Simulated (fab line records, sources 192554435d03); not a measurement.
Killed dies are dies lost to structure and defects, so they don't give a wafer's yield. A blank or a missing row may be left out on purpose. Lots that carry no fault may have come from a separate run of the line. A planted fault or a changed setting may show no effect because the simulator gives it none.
fab line records	flow n5-finfet
record lots=5	wafers=15	last-day=20
route steps=1938 shown BEOL_M12@1637
lots that met no fault: from a run of the same line without faults
start-h: hours from the record's opening day to when the first of the lot's shown wafers began	wait-h: hours from the lot's prior step to this one	" unchanged from the row above	L1.1+2: one row covering several wafers at once	- no value present, or no start provided	* or withheld: withheld	< > ~ a bound
route shown NAME@n: a module of which the file shows steps, and the number in the route of the first	usual: average and standard deviation across the fault-free wafers	same: alike in all rows	chamber/n: place in a boat	sites: each site's reading	_std_site: how widely they spread, as a standard deviation	_edge_site: outer sites' mean less inner sites'	radius-mm: how far each site lies from the wafer's centre	mask NAME#n: copy n	behind: tool/chamber where the wafer was last shaped	hold: why the lot was held/for how many hours/how that ended	device: whichever transistor did not switch (one of n, p or np)	end of line: the same wafers' tests at the end of the route	a step without rows: its recipe alone	killed: count of dies lost to structure and defects at first sort (not the wafer's yield)	map: the dies of a wafer, with x for killed, . for not killed, _ for no die there
set.NAME: setting as actually run; set.NAME@STEP: the setting as run at that earlier step	model.NAME: the simulator's own value behind a step, which no gauge read
lots at some steps of the route; a table a step, a row a wafer
services: the hour from which a tool's chamber was out of use, counted from the record's first day as start-h (under 0 if before that day), plus the number of hours and why
## steps
# step N5_BEOL_M12_ETCH_68
# recipe chemistry=N2/H2	target=SOC	mask-material=SiARC	source-w=3000	bias-w=350	temp-c=40	time-s=285	ion-energy-ev=200	pressure-mtorr=30	n2-flow-sccm=200	h2-flow-sccm=200
# usual drypump-motor-current-A=5.8/0.39	oes-product-au=0.80/0.1	rf-vpp-V=523.7/1.6	showerhead-plenum-p-Torr=2.54/0.049	temp-c=40.02/0.11	throttle-valve-pct=17.71/0.24
lot.wafer	tool	chamber	start-h	wait-h	drypump-motor-current-A	oes-product-au	rf-hours-counter-h	rf-vpp-V	showerhead-plenum-p-Torr	temp-c	throttle-valve-pct
L523.3	rie-diel-04	3	333.60	0.1	5.4	0.93	17	525.8	2.60	40.12	17.62
L523.4	"	2	"	"	6.2	0.70	241	522.4	2.50	40.19	17.82
L523.6	"	0	"	"	6.0	0.89	-	521.4	2.49	39.92	17.41
L524.1	rie-diel-04	3	336.65	0.1	5.3	0.93	18	527.3	2.60	39.95	17.64
L524.2	"	2	"	"	6.3	0.69	242	522.7	2.50	40.13	17.83
L524.5	"	0	"	"	6.0	0.88	-	522.2	2.49	39.75	17.43
L535.1	rie-diel-05	0	359.89	0.1	6.1	0.70	198	523.1	2.52	40.01	17.86
L535.5	"	3	"	"	5.5	0.69	-	525.9	2.62	40.05	17.83
L535.6	"	2	"	"	5.7	0.98	-	522.9	2.50	39.95	17.23
L537.3	rie-diel-05	0	440.97	0.1	6.1	0.68	229	522.4	2.51	39.97	17.94
L537.4	"	1	"	"	6.3	0.76	137	521.7	2.44	40.03	17.52
L537.5	"	1	"	"	6.3	0.75	-	521.1	2.44	40.05	17.53
L538.2	rie-diel-02	1	446.09	0.1	5.7	0.94	11	523.0	2.50	40.01	17.55
L538.3	"	3	"	"	5.9	0.84	69	524.5	2.58	40.14	17.75
L538.5	"	3	"	"	5.8	0.85	-	524.7	2.58	40.10	17.74
# step N5_BEOL_M12_STRIP_69
# recipe chemistry=N2/H2	temp-c=40	n2-flow-sccm=200	h2-flow-sccm=200	rf-frequency-hz=6e+07
# step N5_BEOL_M12_TRENCH_ETCH_34
# recipe chemistry=C4F8/O2/Ar	target=SiOC	target-depth-a=3189.5	mask-material=SOC	pressure-mtorr=30	source-w=3000	bias-w=700	Ar_flow_sccm=400	C4F8_flow_sccm=15	O2_flow_sccm=8	he-inner-torr=15	he-outer-torr=30	time-s=125.5	ion-energy-ev=250
# usual drypump-motor-current-A=5.8/0.39	mfc-ar-sccm=400.3/1.1	oes-product-au=0.80/0.11	rf-vpp-V=665.3/1.9	showerhead-plenum-p-Torr=3.41/0.059	throttle-valve-pct=24.13/0.22
lot.wafer	tool	chamber	start-h	wait-h	drypump-motor-current-A	mfc-ar-sccm	oes-product-au	rf-hours-counter-h	rf-vpp-V	showerhead-plenum-p-Torr	throttle-valve-pct
L523.3	rie-diel-04	3	333.78	0.0	5.3	399.5	0.92	17	668.0	3.50	24.15
L523.4	"	2	"	"	6.3	400.0	0.68	241	664.6	3.36	24.19
L523.6	"	0	"	"	6.0	399.3	0.89	-	664.6	3.35	23.79
L524.1	rie-diel-04	3	336.84	0.0	5.3	399.9	0.93	18	668.5	3.50	24.17
L524.2	"	2	"	"	6.2	400.3	0.70	242	665.0	3.36	24.18
L524.5	"	0	"	"	6.0	401.2	0.89	-	663.2	3.35	23.80
L535.1	rie-diel-05	0	360.08	0.0	6.1	400.1	0.70	198	664.9	3.40	24.31
L535.5	"	3	"	"	5.5	400.5	0.69	-	667.8	3.51	24.18
L535.6	"	2	"	"	5.7	399.7	0.98	-	663.4	3.37	23.75
L537.3	rie-diel-05	0	441.16	0.0	6.1	402.3	0.67	229	663.5	3.38	24.36
L537.4	"	1	"	"	6.3	400.4	0.75	137	662.1	3.29	23.97
L537.5	"	1	"	"	6.3	401.3	0.76	-	662.9	3.29	23.99
L538.2	rie-diel-02	1	446.28	0.0	5.7	402.3	0.94	11	663.6	3.37	24.10
L538.3	"	3	"	"	5.9	401.1	0.84	69	665.4	3.45	24.09
L538.5	"	3	"	"	5.8	398.8	0.84	-	665.8	3.45	24.08
# step N5_BEOL_M12_STRIP_70
# recipe chemistry=C4F8/O2/Ar	resist=SiARC	rf-frequency-hz=6e+07
# step N5_BEOL_M12_OCD_MEAS_35
# usual trench-depth-nm=319/4.5
lot.wafer	tool	chamber	start-h	wait-h	trench-depth-nm
L523.3	ocd-01	-	333.93	0.0	323
L523.4	"	-	"	"	311
L523.6	"	-	"	"	326
L524.1	ocd-01	-	336.99	0.0	325
L524.2	"	-	"	"	319
L524.5	"	-	"	"	326
L535.1	ocd-01	-	360.23	0.0	320
L535.5	"	-	"	"	313
L535.6	"	-	"	"	325
L537.3	ocd-02	-	441.31	0.0	314
L537.4	"	-	"	"	317
L537.5	"	-	"	"	320
L538.2	ocd-01	-	446.43	0.0	321
L538.3	"	-	"	"	321
L538.5	"	-	"	"	321
# step N5_BEOL_M12_STRIP_37
# recipe chemistry=N2/H2	power-w=1000	temp-c=250	h2-frac=0.65	overash-fraction=0.3	pressure-mtorr=withheld	n2-flow-sccm=1750	h2-flow-sccm=3250
# usual drypump-motor-current-A=5.25/0.2	heater-power-w=345/21	oes-product-au=0.790/0.0098	temp-c=249.99/0.18
lot.wafer	tool	chamber	start-h	wait-h	drypump-motor-current-A	heater-power-w	oes-product-au	rf-hours-counter-h	temp-c
L523.3	plasma-asher-01	0	333.99	0.1	5.40	340	0.780	-	250.17
L523.4	"	1	"	"	4.92	306	0.782	-	250.06
L523.6	"	1	"	"	4.92	313	0.795	-	250.07
L524.1	plasma-asher-02	1	337.08	0.1	5.34	366	0.796	87	250.07
L524.2	"	0	"	"	5.38	360	0.799	87	250.09
L524.5	"	0	"	"	5.40	349	0.787	-	250.18
L535.1	plasma-asher-02	0	360.27	0.0	5.37	354	0.783	91	249.84
L535.5	"	0	"	"	5.37	345	0.791	-	249.89
L535.6	"	1	"	"	5.32	373	0.792	-	249.95
L537.3	plasma-asher-01	0	441.37	0.1	5.37	353	0.783	-	250.23
L537.4	"	1	"	"	4.91	322	0.779	-	249.96
L537.5	"	1	"	"	4.87	316	0.796	-	249.98
L538.2	plasma-asher-01	1	446.47	0.0	4.88	313	0.808	161	250.26
L538.3	"	0	"	"	5.35	349	0.801	-	250.02
L538.5	"	0	"	"	5.38	341	0.779	-	250.13
# step N5_BEOL_M12_ETCH_38
# recipe chemistry=CF4/N2	target=SiCN	target-depth-a=687	taper-deg=2	time-s=73.4	ion-energy-ev=150	mask-material=SiO2	pressure-mtorr=40	source-w=430	bias-w=70	Ar_flow_sccm=100	cf4-flow-sccm=60	n2-flow-sccm=60
# usual drypump-motor-current-A=5.8/0.4	mfc-ar-sccm=99.96/0.28	oes-product-au=0.82/0.1	rf-vpp-V=382.3/1.3	showerhead-plenum-p-Torr=2.20/0.043	throttle-valve-pct=15.33/0.24
lot.wafer	tool	chamber	start-h	wait-h	drypump-motor-current-A	mfc-ar-sccm	oes-product-au	rf-hours-counter-h	rf-vpp-V	showerhead-plenum-p-Torr	throttle-valve-pct
L523.3	rie-diel-05	1	334.05	-	6.3	99.43	0.80	92	380.9	2.14	15.22
L523.4	"	1	"	"	6.3	99.65	0.80	-	382.9	2.14	15.24
L523.6	"	0	"	"	6.1	99.96	0.71	-	380.7	2.19	15.58
L524.1	rie-diel-04	3	340.43	-	5.3	99.87	0.92	19	383.6	2.26	15.27
L524.2	"	2	"	"	6.3	100.54	0.69	243	380.7	2.17	15.57
L524.5	"	0	"	"	6.0	99.58	0.89	-	382.4	2.16	15.02
L535.1	rie-diel-04	3	361.01	-	5.3	99.65	0.91	27	382.6	2.26	15.28
L535.5	"	0	"	"	6.0	99.95	0.87	-	380.6	2.16	15.05
L535.6	"	3	"	"	5.3	99.74	0.91	-	382.5	2.26	15.29
L537.3	rie-diel-05	2	442.15	-	5.7	99.70	0.89	33	380.9	2.16	14.98
L537.4	"	1	"	"	6.3	99.97	0.75	137	380.7	2.13	15.32
L537.5	"	3	"	"	5.5	99.74	0.95	-	384.8	2.26	15.11
L538.2	rie-diel-02	2	448.45	-	4.9	100.45	1.00	0	380.8	2.17	15.36
L538.3	"	0	"	"	6.2	100.23	0.73	168	381.4	2.20	15.53
L538.5	"	2	"	"	4.9	100.32	1.01	-	382.3	2.17	15.35
# step N5_BEOL_M12_PRECLEAN_39
# recipe chemistry=residue-remover	time-s=60	temp-c=40
# step N5_BEOL_M12_SRD_40
# recipe time-s=30	temp-c=23	rinse-liquid=diw	dry=n2-spin	spin-rpm=1500	dry-time-s=30
# step N5_BEOL_M12_DEGAS_41
# recipe ambient=vacuum	temp-c=250	time-s=60
# step N5_BEOL_M12_PRE_CLEAN_42
# recipe gas=H2/He	time-s=30	temp-c=250
# usual heater-power-w=332/28
lot.wafer	tool	chamber	start-h	wait-h	heater-power-w
L523.3	pvd-sputter-03	-	334.51	0.0	353
L523.4	"	-	"	"	289
L523.6	"	-	"	"	360
L524.1	pvd-sputter-02	-	340.94	0.0	333
L524.2	"	-	"	"	333
L524.5	"	-	"	"	319
L535.1	pvd-sputter-03	-	363.09	0.0	294
L535.5	"	-	"	"	296
L535.6	"	-	"	"	360
L537.3	pvd-sputter-01	-	442.92	0.0	330
L537.4	"	-	"	"	293
L537.5	"	-	"	"	331
L538.2	pvd-sputter-02	-	449.00	0.0	329
L538.3	"	-	"	"	344
L538.5	"	-	"	"	337
# step N5_BEOL_M12_SPUTTER_43
# recipe material=TaN	target-thk-a=150	temp-c=50	bias-v=168.6	power-w=15000	chamber-pressure-pa=0.12	time-s=24.19
# step N5_BEOL_M12_SPUTTER_44
# recipe material=Ta	target-thk-a=100	temp-c=50	bias-v=80	power-w=15000	chamber-pressure-pa=0.07	time-s=16.13
# usual chamber-pressure-pa=0.06998/0.00014	throttle-valve-pct=29.8/1.1
lot.wafer	tool	chamber	start-h	wait-h	chamber-pressure-pa	throttle-valve-pct	model.Ta_of_BEOL_M12_SPUTTER_44.thk-nm
L523.3	pvd-sputter-03	-	334.63	0.0	0.07004	30.5	10
L523.4	"	-	"	"	0.06989	31.2	10
L523.6	"	-	"	"	0.07006	29.1	9.8
L524.1	pvd-sputter-02	-	341.06	0.0	0.07022	26.9	11.2
L524.2	"	-	"	"	0.07012	30.7	11.2
L524.5	"	-	"	"	0.06991	29.8	11
L535.1	pvd-sputter-03	-	363.21	0.0	0.06996	29.7	10
L535.5	"	-	"	"	0.06997	29.9	10
L535.6	"	-	"	"	0.07005	29.2	10
L537.3	pvd-sputter-01	-	443.04	0.0	0.06995	29.5	10.4
L537.4	"	-	"	"	0.06998	30.5	10.2
L537.5	"	-	"	"	0.06998	29.9	10.4
L538.2	pvd-sputter-02	-	449.12	0.0	0.07003	30.9	10.2
L538.3	"	-	"	"	0.07003	30.3	10
L538.5	"	-	"	"	0.06998	30.5	10
# step N5_BEOL_M12_SPUTTER_45
# recipe material=Cu	target-thk-a=800	temp-c=-20	bias-v=60	power-w=26000	chamber-pressure-pa=0.13	time-s=13.33
# step N5_BEOL_M12_ECD_47
# recipe material=Cu	target-thk-a=7200
# step N5_BEOL_M12_ANNEAL_48
# recipe temp-c=225	time-s=90	ambient=N2
# step N5_BEOL_M12_CMP_49
# recipe stop-on=SiOC	t-overpolish-s=20.6	down-force-psi=1	platen-rpm=50	clearing-platen-down-force-psi=1.5	clearing-platen-rpm=50	post-cmp-clean=cu-alkaline	target-thk-nm=320	clearing-platen-pad-velocity-m-s=0.99484	pad-velocity-m-s=0.99484
# usual barrier-field-endpoint-s=30.2/0.64	edge-zone-pressure-frac=1.000/0.0054	motor-current-A=6.3/0.71	platen-rpm=50.00/0.031
lot.wafer	tool	chamber	start-h	wait-h	barrier-field-endpoint-s	edge-zone-pressure-frac	motor-current-A	platen-rpm
L523.4	cmp-02	2	335.29	0.1	29.2	0.999	7.3	49.98
L523.3	"	0	"	"	30.7	1.009	7.6	49.97
L523.6	"	2	"	"	29.8	1.007	7.0	50.07
L524.1	cmp-03	0	341.70	0.3	31.8	1.001	6.3	50.01
L524.2	"	1	"	"	32.4	0.999	6.1	49.96
L524.5	"	1	"	"	32.5	1.005	6.5	49.96
L535.1	cmp-02	1	363.87	0.3	29.9	0.991	5.0	49.98
L535.5	"	1	"	"	29.9	0.992	5.0	50.00
L535.6	"	2	"	"	29.3	1.000	6.9	49.97
L537.4	cmp-03	1	443.83	0.1	30.9	1.006	6.5	50.01
L537.3	"	2	"	"	30.5	0.998	6.2	49.97
L537.5	"	1	"	"	31.3	1.004	6.2	50.03
L538.2	cmp-04	1	449.84	0.3	29.9	1.004	6.5	50.03
L538.3	"	2	"	"	30.0	0.999	5.6	50.00
L538.5	"	0	"	"	30.1	0.994	6.0	50.08
# step N5_BEOL_M12_THK_MEAS_50
# recipe thk-meas-gauge=xrf	reads=Cu_of_BEOL_M12_ECD_47
# usual M12_THK=324/6.2
lot.wafer	tool	chamber	start-h	wait-h	M12_THK[nm]
L523.3	film-metro-02	-	335.59	-	322
L523.4	"	-	"	"	311
L523.6	"	-	"	"	327
L524.1	film-metro-01	-	341.99	-	334
L524.2	"	-	"	"	329
L524.5	"	-	"	"	334
L535.1	film-metro-01	-	364.16	-	331
L535.5	"	-	"	"	324
L535.6	"	-	"	"	333
L537.3	film-metro-02	-	444.12	-	315
L537.4	"	-	"	"	318
L537.5	"	-	"	"	321
L538.2	film-metro-01	-	450.06	-	327
L538.3	"	-	"	"	326
L538.5	"	-	"	"	326
## services
tool	chamber	start-h	hours	kind
cmp-03	-	312.21	3.3	pm
cmp-03	-	318.05	1.8	repair
cmp-02	-	319.57	0.9	repair
cmp-04	-	331.17	1.9	repair
cmp-02	-	343.07	2.4	repair
cmp-02	-	349.95	2.2	repair
cmp-03	-	362.08	1.0	repair
rie-diel-02	2	364.20	19.8	repair
cmp-03	-	368.47	1.3	repair
cmp-02	-	375.92	0.5	repair
plasma-asher-01	-	376.10	2.4	repair
plasma-asher-02	-	387.13	2.1	repair
rie-diel-02	1	387.70	4.1	repair
rie-diel-04	3	393.95	5.8	repair
cmp-04	-	396.63	9.5	pm
rie-diel-04	0	402.36	3.0	repair
plasma-asher-02	-	410.35	2.8	pm
pvd-sputter-03	-	415.65	1.7	repair
cmp-04	-	417.02	2.2	pm
rie-diel-02	-	419.96	0.5	repair
cmp-03	-	423.70	11.6	pm
rie-diel-02	-	438.94	0.8	repair
plasma-asher-02	-	445.73	2.2	repair
cmp-02	-	447.00	4.0	pm
## key
first-sign step=N5_BEOL_M12_CMP_49	reading=barrier-field-endpoint-s	direction=up	sigmas=3.2	usual=30.2	struck=32.2
effect none on later readings
model-effect step=N5_BEOL_M12_SPUTTER_44	value=Ta_of_BEOL_M12_SPUTTER_44.thk-nm	without=9.867	struck=11.13
met-at N5_BEOL_M12_SPUTTER_44
struck-wafers L524.1,L524.2,L524.5
also-fits N5_BEOL_M12_ETCH_68:rie-diel-04,N5_BEOL_M12_TRENCH_ETCH_34:rie-diel-04
fault kind=process-parameter-drift	tool=pvd-sputter-02	chamber=-	onset-h=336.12	steps=N5_BEOL_M12_SPUTTER_44	channel=time-s	offset=*	shape=step	end-h=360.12	acts-in=*	stated=*
